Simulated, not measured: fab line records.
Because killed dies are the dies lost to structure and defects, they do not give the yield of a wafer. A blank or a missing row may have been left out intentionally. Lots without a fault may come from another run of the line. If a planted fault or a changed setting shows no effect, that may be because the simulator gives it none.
fab line records	flow n5_finfet
record lots=6	wafers=18	last_day=19
route steps=1938 shown MIM_BOT_ETCH@1867 PASS1_CAP@1873 TV_LITHO@1875 PASSIVATION@1936
lots that met no fault: from a run of the same line without faults
start_h: start of the lot's first displayed wafer, in hours after the record's first day	wait_h: time in hours since the lot's previous step	" same as the row above	L1.1+2: several wafers, shown together as one row	- no value, or no start was given	* or withheld: withheld	< > ~ a bound
route shown NAME@n: names a module that has steps shown in the file, with the first one's number in the route	usual: mean and standard deviation over wafers with no fault	same: alike in all rows	chamber/n: place in a boat	sites: per-site readings	_std_site: standard deviation of those values	_edge_site: outer sites' mean less inner sites'	radius_mm: how far each site lies from the wafer's centre	mask NAME#n: copy n	behind: the last tool/chamber to shape the wafer	hold: reason for holding the lot/hours on hold/outcome of the hold	device: the transistor (n, p or np) that didn't switch	end of line: the tests these same wafers got at the end of their route	where a step has no rows: the recipe by itself	killed: count of dies lost to structure and defects at first sort (not the wafer's yield)	map: shows each die of a wafer: x if killed, . if not, _ if none is there
set.NAME: the run value of the setting; set.NAME@STEP: its run value at that earlier step	model.NAME: the simulator's own value behind a step, which no gauge read
a table for each step, a row for each wafer; lots at some steps of the route
services: the hour from which a tool's chamber was out of use, counted from the record's first day as start_h (under 0 if before that day), plus the number of hours and why
## steps
# step N5_MIM_BOT_ETCH_ETCH_03
# recipe chemistry=Cl2/BCl3	target_depth_a=120	pressure_mtorr=8	icp_w=800	bias_w=100	Cl2_flow_sccm=20	bcl3_flow_sccm=80
# usual bias_w=100.0/0.31	drypump_motor_current_A=5.9/0.34	he_backside_leak_sccm=3.37/0.22	oes_product_au=0.80/0.071	throttle_valve_pct=27.57/0.25
lot.wafer	tool	chamber	start_h	wait_h	bias_w	drypump_motor_current_A	he_backside_leak_sccm	oes_product_au	rf_hours_counter_h	throttle_valve_pct
L909.3	rie_metal-02	1	283.62	0.1	100.1	5.0	3.13	0.83	-	27.22
L909.4	"	0	"	"	100.5	5.9	3.16	0.85	-	27.63
L909.5	"	1	"	"	99.9	5.0	3.30	0.82	-	27.23
L911.1	rie_metal-03	0	337.75	0.1	100.3	6.2	3.26	0.82	35	27.38
L911.2	"	1	"	"	100.2	6.0	3.18	0.98	1	27.65
L911.3	"	1	"	"	100.2	6.0	3.19	0.97	-	27.64
L919.2	rie_metal-02	0	395.70	0.1	100.0	5.9	3.23	0.81	34	27.65
L919.3	"	0	"	"	99.8	5.9	3.38	0.81	-	27.63
L919.5	"	1	"	"	99.9	5.0	3.32	0.79	-	27.25
L910.1	rie_metal-02	1	406.99	0.1	100.6	5.1	3.04	0.78	30	27.25
L910.2	"	0	"	"	100.2	5.9	3.29	0.81	35	27.66
L910.5	"	1	"	"	99.9	5.0	3.21	0.79	-	27.25
L925.1	rie_metal-01	1	432.99	0.1	100.8	6.0	3.90	0.72	58	28.01
L925.3	"	0	"	"	100.4	5.9	3.41	0.73	-	27.38
L925.4	"	1	"	"	100.6	6.0	3.87	0.72	-	28.01
L931.2	rie_metal-01	1	453.35	0.1	99.7	6.0	3.82	0.72	60	28.02
L931.3	"	1	"	"	100.1	6.0	3.81	0.72	-	28.02
L931.4	"	0	"	"	100.3	5.9	3.25	0.72	-	27.39
# step N5_MIM_BOT_ETCH_ETCH_00
# recipe chemistry=Cl2/BCl3	target=TiN	target_depth_a=455	ion_energy_ev=150	pressure_mtorr=10	icp_w=1000	bias_w=126	Cl2_flow_sccm=53.25	bcl3_flow_sccm=21.75	Ar_flow_sccm=25
# usual bias_w=126.0/0.38	drypump_motor_current_A=5.9/0.34	he_backside_leak_sccm=3.4/0.4	oes_product_au=0.80/0.071	throttle_valve_pct=22.00/0.24
lot.wafer	tool	chamber	start_h	wait_h	bias_w	drypump_motor_current_A	he_backside_leak_sccm	oes_product_au	rf_hours_counter_h	throttle_valve_pct
L909.3	rie_metal-02	1	283.72	0.1	126.2	5.0	3.3	0.83	-	21.56
L909.4	"	0	"	"	126.2	5.9	3.2	0.84	-	22.05
L909.5	"	1	"	"	126.1	5.0	3.2	0.82	-	21.54
L911.1	rie_metal-03	0	337.84	0.1	125.9	6.3	3.4	0.81	35	21.94
L911.2	"	1	"	"	125.3	6.0	3.3	0.97	1	21.99
L911.3	"	1	"	"	125.8	6.0	3.2	0.97	-	21.99
L919.2	rie_metal-02	0	395.79	0.1	126.1	5.9	3.5	0.80	34	22.07
L919.3	"	0	"	"	126.3	5.9	3.3	0.82	-	22.05
L919.5	"	1	"	"	125.3	5.0	3.4	0.78	-	21.59
L910.1	rie_metal-02	1	407.08	0.1	126.3	5.0	3.4	0.79	30	21.58
L910.2	"	0	"	"	125.7	5.9	3.3	0.80	35	22.07
L910.5	"	1	"	"	126.1	5.0	3.3	0.78	-	21.58
L925.1	rie_metal-01	1	433.08	0.1	125.2	6.0	3.5	0.73	58	22.42
L925.3	"	0	"	"	125.8	5.9	3.1	0.73	-	21.87
L925.4	"	1	"	"	125.4	6.1	3.3	0.73	-	22.41
L931.2	rie_metal-01	1	453.44	0.1	126.1	6.0	3.8	0.72	60	22.43
L931.3	"	1	"	"	125.6	6.1	3.6	0.72	-	22.42
L931.4	"	0	"	"	125.9	5.9	3.2	0.72	-	21.85
# step N5_MIM_BOT_ETCH_STRIP_01
# recipe chemistry=O2	power_w=600	temp_c=60	pressure_mtorr=30	rf_frequency_hz=6e+07	bias_power_w=0	overash_fraction=0.5	o2_flow_sccm=225
# usual drypump_motor_current_A=5.9/0.49	oes_product_au=0.80/0.076	rf_vpp_V=3.6/1.4	showerhead_plenum_p_Torr=2.06/0.073	throttle_valve_pct=16.64/0.19
# same overash_fraction=0.5
lot.wafer	tool	chamber	start_h	wait_h	drypump_motor_current_A	oes_product_au	rf_hours_counter_h	rf_vpp_V	showerhead_plenum_p_Torr	throttle_valve_pct
L909.3	rie_diel-03	1	283.82	0.1	6.4	0.81	72	1.1	2.12	16.45
L909.4	"	2	"	"	6.7	0.82	89	2.9	2.11	16.80
L909.5	"	3	"	"	5.6	0.93	-	3.9	2.15	16.75
L911.1	rie_diel-05	2	337.98	0.1	5.6	0.70	237	3.3	2.17	16.95
L911.2	"	0	"	"	5.4	0.77	98	3.6	2.09	16.51
L911.3	"	3	"	"	5.6	0.84	50	4.6	2.05	16.32
L919.2	rie_diel-01	3	395.93	0.1	5.1	0.69	237	1.7	1.90	16.67
L919.3	"	1	"	"	6.5	0.76	117	5.0	2.03	16.45
L919.5	"	2	"	"	5.4	0.94	-	3.9	2.13	16.48
L910.1	rie_diel-01	2	407.22	0.1	5.4	0.92	28	6.2	2.13	16.49
L910.2	"	3	"	"	5.1	0.69	242	1.2	1.90	16.70
L910.5	"	2	"	"	5.4	0.91	-	4.3	2.13	16.50
L925.1	rie_diel-03	1	433.26	0.1	6.5	0.78	116	6.5	2.11	16.54
L925.3	"	3	"	"	5.6	0.86	55	5.4	2.13	16.89
L925.4	"	2	"	"	6.7	0.76	135	2.1	2.10	16.90
L931.2	rie_diel-01	2	453.60	0.1	5.4	0.89	45	1.7	2.12	16.53
L931.3	"	0	"	"	6.2	0.69	243	2.2	1.98	17.00
L931.4	"	3	"	"	5.2	1.01	2	2.4	2.24	16.24
# step N5_MIM_BOT_ETCH_STRIP_02
# recipe chemistry=post_etch_residue_remover	time_s=1200	temp_c=72.5
# step N5_MIM_BOT_ETCH_CLEAN_05
# recipe chemistry=IPA	time_s=180	temp_c=25
# step N5_MIM_BOT_ETCH_SRD_06
# recipe dry=ipa_marangoni	time_s=30	temp_c=23	rinse_liquid=diw
# step N5_PASSIVATION_PECVD_55
# recipe material=SiO2	target_thk_a=4000	temp_c=400	precursor=SiH4/N2O	pressure_torr=2.7	rf_w=608	time_s=22.5
# usual heater_power_w=681/78	showerhead_plenum_p_Torr=8.18/0.13	throttle_valve_pct=51.7/2.4
lot.wafer	tool	chamber	start_h	wait_h	heater_power_w	showerhead_plenum_p_Torr	throttle_valve_pct
L909.3	pecvd-03	1	284.32	0.0	725	8.21	51.9
L909.4	"	2	"	"	602	8.21	48.1
L909.5	"	0	"	"	713	8.09	52.0
L911.1	pecvd-02	0	338.48	0.0	584	7.94	51.2
L911.2	"	1	"	"	731	8.32	56.1
L911.3	"	2	"	"	697	8.30	50.9
L919.2	pecvd-02	2	396.43	0.0	756	8.29	51.2
L919.3	"	0	"	"	674	7.93	51.2
L919.5	"	2	"	"	634	8.32	51.0
L910.1	pecvd-02	2	407.72	0.0	648	8.30	51.3
L910.2	"	0	"	"	714	7.95	51.2
L910.5	"	2	"	"	689	8.29	51.2
L925.1	pecvd-03	0	433.76	0.0	623	8.08	53.3
L925.3	"	1	"	"	753	8.19	52.1
L925.4	"	2	"	"	648	8.19	48.3
L931.2	pecvd-03	0	454.10	0.0	723	8.10	53.4
L931.3	"	1	"	"	693	8.20	51.9
L931.4	"	0	"	"	595	8.10	53.5
# step N5_PASSIVATION_PECVD_01
# recipe material=SiNx	target_thk_a=2000	temp_c=400	precursor=SiH4/NH3/N2	pressure_torr=4.9	rf_w=1406	time_s=43.2
# usual heater_power_w=404/69	showerhead_plenum_p_Torr=8.68/0.09	throttle_valve_pct=29.2/1.3
lot.wafer	tool	chamber	start_h	wait_h	heater_power_w	showerhead_plenum_p_Torr	throttle_valve_pct
L909.3	pecvd-03	0	284.35	0.0	313	8.61	29.7
L909.4	"	1	"	"	475	8.73	29.4
L909.5	"	2	"	"	349	8.72	27.3
L911.1	pecvd-02	0	338.51	0.0	411	8.54	29.0
L911.2	"	1	"	"	429	8.78	31.8
L911.3	"	2	"	"	359	8.75	28.7
L919.2	pecvd-02	2	396.48	0.0	446	8.77	28.9
L919.3	"	0	"	"	383	8.54	28.9
L919.5	"	2	"	"	459	8.77	29.1
L910.1	pecvd-02	2	407.77	0.0	377	8.78	29.0
L910.2	"	0	"	"	378	8.55	29.0
L910.5	"	2	"	"	403	8.78	28.8
L925.1	pecvd-03	0	433.80	0.0	364	8.63	30.2
L925.3	"	1	"	"	458	8.68	29.4
L925.4	"	2	"	"	335	8.71	27.5
L931.2	pecvd-03	0	454.13	0.0	435	8.64	30.2
L931.3	"	1	"	"	330	8.72	29.4
L931.4	"	0	"	"	424	8.65	30.4
# step N5_PASSIVATION_HMDS_03
# recipe time_s=60	temp_c=120
# step N5_PASSIVATION_COAT_04
# recipe spin_rpm=*	resist_thk_nm=*
# step N5_PASSIVATION_EBR_06
# recipe solvent=PGMEA	ebr_width_mm=1.5
# step N5_PASSIVATION_SOFTBAKE_05
# recipe temp_c=100	time_s=90
# step N5_PASSIVATION_EXPOSE_07
# recipe mask_id=TV	na=0.55	source_shape=conventional	sigma_outer=0.8	polarization=unpolarized	defocus_nm=0	target_cd_nm=3000	dose_mj=22.75
lot.wafer	tool	chamber	start_h	wait_h	mask	model.TV_LITHO.overlay_x_nm
L909.3+4+5	krf_scanner-01	0	287.37	-	TV#0	2.4
L911.1+2+3	krf_scanner-01	0	342.48	-	TV#0	-1.6
L919.2+3+5	krf_scanner-01	0	399.63	-	TV#0	801.4
L910.1+2+5	krf_scanner-01	0	410.53	-	TV#0	807
L925.1+3+4	krf_scanner-02	0	436.39	-	TV#0	-0.8
L931.2+3+4	krf_scanner-02	0	455.92	-	TV#0	0
# step N5_PASSIVATION_PEB_08
# recipe peb_temp_c=withheld	peb_time_s=*
# step N5_PASSIVATION_DEVELOP_09
# recipe develop_time_s=60	rinse_liquid=diw	dry=air_spin	dev_temp_c=21
# step N5_PASSIVATION_HARDBAKE_11
# recipe temp_c=130	time_s=120
# step N5_PASSIVATION_CD_MEAS_10
# recipe target_cd_nm=3000	landing_energy_ev=500	detector=se_inlens
# usual cd_nm=3001.2/2.4
# same landing_energy_ev=500
lot.wafer	tool	chamber	start_h	wait_h	cd_nm
L909.3	cd_sem-02	0	287.54	-	2999.0
L909.4	"	0	"	"	3002.6
L909.5	"	0	"	"	2999.3
L911.1	cd_sem-02	0	342.66	-	2998.7
L911.2	"	0	"	"	3002.6
L911.3	"	0	"	"	2999.7
L919.2	cd_sem-02	0	399.80	-	2998.2
L919.3	"	0	"	"	3003.0
L919.5	"	0	"	"	3001.4
L910.1	cd_sem-02	0	410.70	-	3001.2
L910.2	"	0	"	"	3000.1
L910.5	"	0	"	"	2999.9
L925.1	cd_sem-02	0	436.57	-	3003.1
L925.3	"	0	"	"	2999.9
L925.4	"	0	"	"	2997.8
L931.2	cd_sem-03	0	456.10	-	3003.3
L931.3	"	0	"	"	3002.6
L931.4	"	0	"	"	3005.5
# step N5_PASSIVATION_OVL_MEAS_60
# recipe points_per_wafer=44
# usual TV_OVL=1/5.7
lot.wafer	tool	chamber	start_h	wait_h	TV_OVL[nm]
L909.3	overlay-02	0	287.56	0.0	6
L909.4	"	0	"	"	9
L909.5	"	0	"	"	10
L911.1	overlay-02	0	342.69	0.0	-3
L911.2	"	0	"	"	1
L911.3	"	0	"	"	2
L919.2	overlay-02	0	399.83	0.0	804
L919.3	"	0	"	"	808
L919.5	"	0	"	"	803
L910.1	overlay-01	0	410.73	0.0	815
L910.2	"	0	"	"	808
L910.5	"	0	"	"	810
L925.1	overlay-02	0	436.60	0.0	12
L925.3	"	0	"	"	8
L925.4	"	0	"	"	10
L931.2	overlay-01	0	456.13	0.0	3
L931.3	"	0	"	"	-5
L931.4	"	0	"	"	1
# step N5_PASSIVATION_INSPECT_61
# recipe mode=adi	inspect_instrument=macro
# usual raw_defect_count=2.1/1.5
lot.wafer	tool	chamber	start_h	wait_h	raw_defect_count
L909.3	defect_inspect-02	-	287.59	0.0	2
L909.4	"	-	"	"	4
L909.5	"	-	"	"	3
L911.1	defect_inspect-02	-	342.72	0.0	3
L911.2	"	-	"	"	0
L911.3	"	-	"	"	2
L919.2	defect_inspect-02	-	399.94	0.1	4
L919.3	"	-	"	"	2
L919.5	"	-	"	"	0
L910.1	defect_inspect-02	-	410.76	0.0	1
L910.2	"	-	"	"	2
L910.5	"	-	"	"	2
L925.1	defect_inspect-02	-	436.62	0.0	2
L925.3	"	-	"	"	2
L925.4	"	-	"	"	5
L931.2	defect_inspect-02	-	456.15	0.0	1
L931.3	"	-	"	"	3
L931.4	"	-	"	"	0
# step N5_PASSIVATION_PROBE_49
# usual defect_limited_yield=90.9/1.4	killed_at_M0_to_M3=38/11	killed_at_M4_up=13/5.9	killed_at_contacts=14/6.4	killed_at_front_end=38/11	killed_at_other=3.3/2.5	killed_dies=107/16	killed_on_rim=14/3.6	killed_open=70/12	killed_short=35/7.7	sort_bin_4_leakage=0.00/0.007	sort_bin_5_function=5.3/0.94	sort_bin_6_memory=3.5/0.7	sort_n_pass=1073/16	sort_yield_pct=90.9/1.4
# same gross_dies=1180	killed_at_back_side=0	sort_bin_8_speed[%]=0
lot.wafer	tool	chamber	start_h	wait_h	defect_limited_yield[%]	killed_at_M0_to_M3	killed_at_M4_up	killed_at_contacts	killed_at_front_end	killed_at_other	killed_dies	killed_on_rim	killed_open	killed_short	sort_bin_4_leakage[%]	sort_bin_5_function[%]	sort_bin_6_memory[%]	sort_n_pass	sort_yield_pct[%]
L911.1	prober-01	-	349.66	0.0	90.6	25	11	16	56	3	111	15	66	43	0	5.7	3.3	1069	90.6
L911.2	prober-01	-	349.71	0.1	90.4	24	7	25	53	4	113	12	75	35	0	5.7	3.6	1067	90.4
L911.3	prober-01	-	349.76	0.1	90.6	26	9	16	60	0	111	9	69	41	0	4.7	4.4	1069	90.6
L919.2	prober-01	-	407.08	0.1	90.6	50	19	22	20	0	111	15	70	39	0	5.8	3.1	1069	90.6
L919.3	prober-01	-	407.13	0.1	90.5	39	25	18	29	1	112	12	79	33	0	5.6	3.7	1068	90.5
L919.5	prober-01	-	407.23	0.2	90.2	36	15	14	45	6	116	20	67	47	0	6.4	2.8	1064	90.2
L910.1	prober-02	-	418.35	0.0	91.4	44	8	12	37	1	102	10	66	36	0	5.5	2.8	1078	91.4
L910.2	prober-02	-	418.40	0.1	92.2	47	12	12	18	3	92	13	50	41	0	4.9	2.5	1088	92.2
L910.5	prober-02	-	418.55	0.2	91.3	36	12	6	47	2	103	11	59	43	0	5.2	3.4	1077	91.3
L925.1	prober-01	-	443.68	0.0	91.4	26	6	16	44	9	101	11	65	36	0	4.7	3.4	1079	91.4
L925.3	prober-01	-	443.78	0.1	92.4	24	8	6	46	6	90	11	66	23	0	4.0	3.2	1090	92.4
L925.4	prober-01	-	443.83	0.2	92.3	33	10	4	41	3	91	11	61	29	0	3.4	4.2	1089	92.3
L931.2	prober-01	-	464.56	0.3	89.0	46	18	21	39	6	130	17	76	52	0	5.0	5.4	1050	89.0
L931.3	prober-01	-	464.61	0.3	90.8	45	23	9	28	3	108	15	75	32	0.08	5.7	3.2	1071	90.8
L931.4	prober-01	-	464.66	0.4	90.3	43	18	18	34	2	115	23	76	38	0	5.7	3.7	1065	90.3
# killed by level:class
L911.1 FIN_SAQP:geometric_particle:open=15 FIN_SAQP:geometric_particle:short=14 MOL_CONTACT_COAG:geometric_particle:open=12 BEOL_M3:geometric_particle:open=7 GATE_CUT:geometric_particle:short=7 BEOL_M4:geometric_particle:open=6 GATE_CUT:geometric_particle:open=6 MOL_CONTACT_COAG:geometric_particle:short=4
L911.2 MOL_CONTACT_COAG:geometric_particle:open=20 FIN_SAQP:geometric_particle:open=17 BEOL_M0_SAQP:geometric_particle:open=10 FIN_SAQP:geometric_particle:short=9 BEOL_M0_SAQP:geometric_particle:short=8 STI_FIN_REVEAL:geometric_particle:open=6 GATE_CUT:geometric_particle:short=5 MOL_CONTACT_COAG:geometric_particle:short=5
L911.3 FIN_SAQP:geometric_particle:short=19 MOL_CONTACT_COAG:geometric_particle:open=13 FIN_SAQP:geometric_particle:open=12 STI_FIN_REVEAL:geometric_particle:open=9 BEOL_M0_SAQP:geometric_particle:short=7 BEOL_M3:geometric_particle:open=7 BEOL_M4:geometric_particle:open=6 DUMMY_GATE:geometric_particle:open=5
L919.2 MOL_CONTACT_COAG:geometric_particle:open=20 BEOL_M0_SAQP:geometric_particle:short=12 BEOL_M1:geometric_particle:open=9 BEOL_M2:geometric_particle:open=9 BEOL_M4:geometric_particle:open=9 BEOL_M3:geometric_particle:short=7 BEOL_M3:geometric_particle:open=5 DUMMY_GATE:geometric_particle:short=3
L919.3 MOL_CONTACT_COAG:geometric_particle:open=14 BEOL_M4:geometric_particle:open=14 FIN_SAQP:geometric_particle:open=9 BEOL_M2:geometric_particle:open=9 BEOL_M3:geometric_particle:open=7 BEOL_M0_SAQP:geometric_particle:short=5 FIN_SAQP:geometric_particle:short=4 MOL_CONTACT_COAG:geometric_particle:short=4
L919.5 BEOL_M3:geometric_particle:open=13 MOL_CONTACT_COAG:geometric_particle:open=11 BEOL_M4:geometric_particle:open=11 FIN_SAQP:geometric_particle:short=8 GATE_CUT:geometric_particle:short=7 FIN_SAQP:geometric_particle:open=5 BEOL_M3:geometric_particle:short=5 DUMMY_GATE:geometric_particle:open=4
L910.1 STI_FIN_REVEAL:geometric_particle:open=13 BEOL_M2:geometric_particle:open=13 MOL_CONTACT_COAG:geometric_particle:open=10 BEOL_M0_SAQP:geometric_particle:open=10 BEOL_M0_SAQP:geometric_particle:short=8 BEOL_M2:geometric_particle:short=7 FIN_SAQP:geometric_particle:short=6 BEOL_M5:geometric_particle:open=5
L910.2 BEOL_M2:geometric_particle:open=14 MOL_CONTACT_COAG:geometric_particle:open=10 BEOL_M2:geometric_particle:short=10 BEOL_M0_SAQP:geometric_particle:short=9 BEOL_M0_SAQP:geometric_particle:open=7 FIN_SAQP:geometric_particle:short=5 BEOL_M1:geometric_particle:open=5 BEOL_M5:geometric_particle:short=5
L910.5 FIN_SAQP:geometric_particle:short=8 GATE_CUT:geometric_particle:short=8 STI_FIN_REVEAL:geometric_particle:open=7 BEOL_M2:geometric_particle:open=7 BEOL_M1:geometric_particle:open=6 BEOL_M3:geometric_particle:open=6 ILD0:geometric_particle:short=5 BEOL_M0_SAQP:geometric_particle:open=5
L925.1 FIN_SAQP:geometric_particle:short=15 MOL_CONTACT_COAG:geometric_particle:open=14 STI_FIN_REVEAL:geometric_particle:open=8 BEOL_M1:geometric_particle:open=7 FIN_SAQP:geometric_particle:open=6 BEOL_M2:geometric_particle:open=5 BEOL_M3:geometric_particle:open=5 PASS1_CAP:geometric_particle:open=4
L925.3 STI_FIN_REVEAL:geometric_particle:open=17 FIN_SAQP:geometric_particle:open=12 STI_FIN_REVEAL:geometric_particle:short=6 BEOL_M0_SAQP:geometric_particle:short=5 MOL_CONTACT_COAG:geometric_particle:open=5 STARTING-WAFER:geometric_particle:open=5 BEOL_M0_SAQP:geometric_particle:open=4 BEOL_M1:geometric_particle:open=4
L925.4 STI_FIN_REVEAL:geometric_particle:open=12 BEOL_M2:geometric_particle:open=12 FIN_SAQP:geometric_particle:open=7 FIN_SAQP:geometric_particle:short=6 BEOL_M0_SAQP:geometric_particle:short=5 MOL_CONTACT_COAG:geometric_particle:open=4 BEOL_M3:geometric_particle:open=4 GATE_CUT:geometric_particle:short=3
L931.2 FIN_SAQP:geometric_particle:short=18 MOL_CONTACT_COAG:geometric_particle:open=18 BEOL_M0:geometric_particle:open=12 BEOL_M4:geometric_particle:open=10 BEOL_M0_SAQP:geometric_particle:short=7 FIN_SAQP:geometric_particle:open=5 DUMMY_GATE:geometric_particle:open=5 BEOL_M1:geometric_particle:open=5
L931.3 BEOL_M0_SAQP:geometric_particle:open=12 FIN_SAQP:geometric_particle:short=11 BEOL_M0:geometric_particle:open=8 BEOL_M2:geometric_particle:open=8 BEOL_M4:geometric_particle:open=8 FIN_SAQP:geometric_particle:open=7 MOL_CONTACT_COAG:geometric_particle:open=7 BEOL_M0_SAQP:geometric_particle:short=7
L931.4 MOL_CONTACT_COAG:geometric_particle:open=18 BEOL_M0_SAQP:geometric_particle:short=11 FIN_SAQP:geometric_particle:short=10 BEOL_M3:geometric_particle:open=10 BEOL_M0_SAQP:geometric_particle:open=6 BEOL_M0:geometric_particle:open=6 BEOL_M1:geometric_particle:open=6 GATE_CUT:geometric_particle:short=5
## services
tool	chamber	start_h	hours	kind
krf_scanner-02	-	262.00	3.6	pm
krf_scanner-01	-	265.91	1.0	pm
krf_scanner-01	-	275.19	0.8	pm
pecvd-03	-	286.12	14.6	pm
pecvd-02	-	298.59	3.4	repair
krf_scanner-01	-	300.50	1.3	pm
krf_scanner-02	-	303.10	0.8	pm
krf_scanner-02	-	311.53	0.8	pm
rie_metal-03	1	315.00	14.0	repair
rie_diel-03	-	322.81	14.6	pm
krf_scanner-02	-	324.71	1.0	pm
pecvd-02	-	326.95	0.6	repair
krf_scanner-02	-	331.58	1.3	pm
pecvd-02	-	335.57	2.8	pm
rie_diel-01	1	341.15	22.0	repair
rie_metal-02	0	341.95	3.6	repair
krf_scanner-02	-	345.15	0.5	repair
rie_metal-02	0	379.21	7.7	repair
krf_scanner-01	-	395.17	1.7	repair
pecvd-02	-	415.73	1.4	repair
rie_diel-01	2	422.68	5.6	repair
krf_scanner-01	-	430.72	3.6	pm
krf_scanner-01	-	434.91	1.0	pm
krf_scanner-01	-	443.99	0.8	pm
## key
first_sign step=N5_PASSIVATION_OVL_MEAS_60	reading=TV_OVL	direction=up	sigmas=99+	usual=1	struck=808
effect none on later readings
model_effect step=N5_PASSIVATION_EXPOSE_07	value=TV_LITHO.overlay_x_nm	without=-1.4	struck=804.2
met_at N5_PASSIVATION_EXPOSE_07
struck_wafers L910.1,L910.2,L910.5,L919.2,L919.3,L919.5
onset_between 342.48 399.63
also_fits N5_MIM_BOT_ETCH_ETCH_03:rie_metal-02,N5_MIM_BOT_ETCH_ETCH_00:rie_metal-02,N5_PASSIVATION_PECVD_55:pecvd-02,N5_PASSIVATION_PECVD_01:pecvd-02
fault kind=scanner_matching_overlay	tool=krf_scanner-01	chamber=-	onset_h=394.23	steps=N5_PASSIVATION_EXPOSE_07	offset=805.52
